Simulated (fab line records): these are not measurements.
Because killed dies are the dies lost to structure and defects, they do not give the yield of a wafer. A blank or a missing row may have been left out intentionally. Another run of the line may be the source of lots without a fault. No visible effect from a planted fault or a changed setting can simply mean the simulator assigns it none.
Chamber matching / flow n5-finfet / N5_SPACER0_ALD_00 on ald-sin-02 has 4 sister chambers
The step deposits SiOCN, target thk 3.5 nm, pulse time 3 s, purge time 2 s. 8 wafers are shown with their chamber, then 9 later ones without.

## WAFERS, EACH WITH ITS CHAMBER
wafer=L075.4; chamber=3; heater-power-w (W)=721; precursor-pulse-height-rel=0.985
wafer=L077.6; chamber=3; heater-power-w (W)=745; precursor-pulse-height-rel=1.025
wafer=L082.6; chamber=0; heater-power-w (W)=743; precursor-pulse-height-rel=1.001
wafer=L086.3; chamber=1; heater-power-w (W)=888; precursor-pulse-height-rel=0.988
wafer=L086.5; chamber=2; heater-power-w (W)=877; precursor-pulse-height-rel=1.021
wafer=L092.1; chamber=2; heater-power-w (W)=839; precursor-pulse-height-rel=0.985
wafer=L092.4; chamber=0; heater-power-w (W)=716; precursor-pulse-height-rel=1.014
wafer=L092.6; chamber=1; heater-power-w (W)=837; precursor-pulse-height-rel=1.016

## WAFERS WHOSE CHAMBER IS MISSING
wafer=L093.3; heater-power-w (W)=743; precursor-pulse-height-rel=1.018
wafer=L093.4; heater-power-w (W)=858; precursor-pulse-height-rel=1.042
wafer=L093.6; heater-power-w (W)=873; precursor-pulse-height-rel=1.000
wafer=L094.1; heater-power-w (W)=718; precursor-pulse-height-rel=0.992
wafer=L094.2; heater-power-w (W)=724; precursor-pulse-height-rel=1.016
wafer=L094.6; heater-power-w (W)=865; precursor-pulse-height-rel=1.033
wafer=L095.1; heater-power-w (W)=740; precursor-pulse-height-rel=1.011
wafer=L095.2; heater-power-w (W)=859; precursor-pulse-height-rel=1.027
wafer=L095.4; heater-power-w (W)=739; precursor-pulse-height-rel=0.983

## CHAMBER TAKEN BY EACH
wafer=L093.3; from the rows above=can't be placed: 3 or 0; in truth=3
wafer=L093.4; from the rows above=can't be placed: 2 or 1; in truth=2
wafer=L093.6; from the rows above=can't be placed: 1 or 2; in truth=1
wafer=L094.1; from the rows above=can't be placed: 3 or 0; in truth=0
wafer=L094.2; from the rows above=can't be placed: 0 or 3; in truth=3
wafer=L094.6; from the rows above=can't be placed: 2 or 1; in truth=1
wafer=L095.1; from the rows above=can't be placed: 3 or 0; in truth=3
wafer=L095.2; from the rows above=can't be placed: 2 or 1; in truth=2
wafer=L095.4; from the rows above=can't be placed: 3 or 0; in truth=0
Correctly placed: 0 of 9. Unplaceable from these rows: 9, with the true chamber sitting among the candidates in 9. Wrongly placed: 0.
How it was worked out, from the rows above alone: a wafer's distance from a chamber is the root of the sum, over the readings, of the square of ((its reading less the chamber's mean) divided by the reading's scatter). The wafer belongs to the nearest chamber; if the next one is less than 2 further off, it can't be placed. A chamber's mean is the mean of its shown wafers. The scatter: take each reading less its chamber's mean, square it, sum over the shown wafers, divide by the number of wafers less the number of chambers, and take the root.
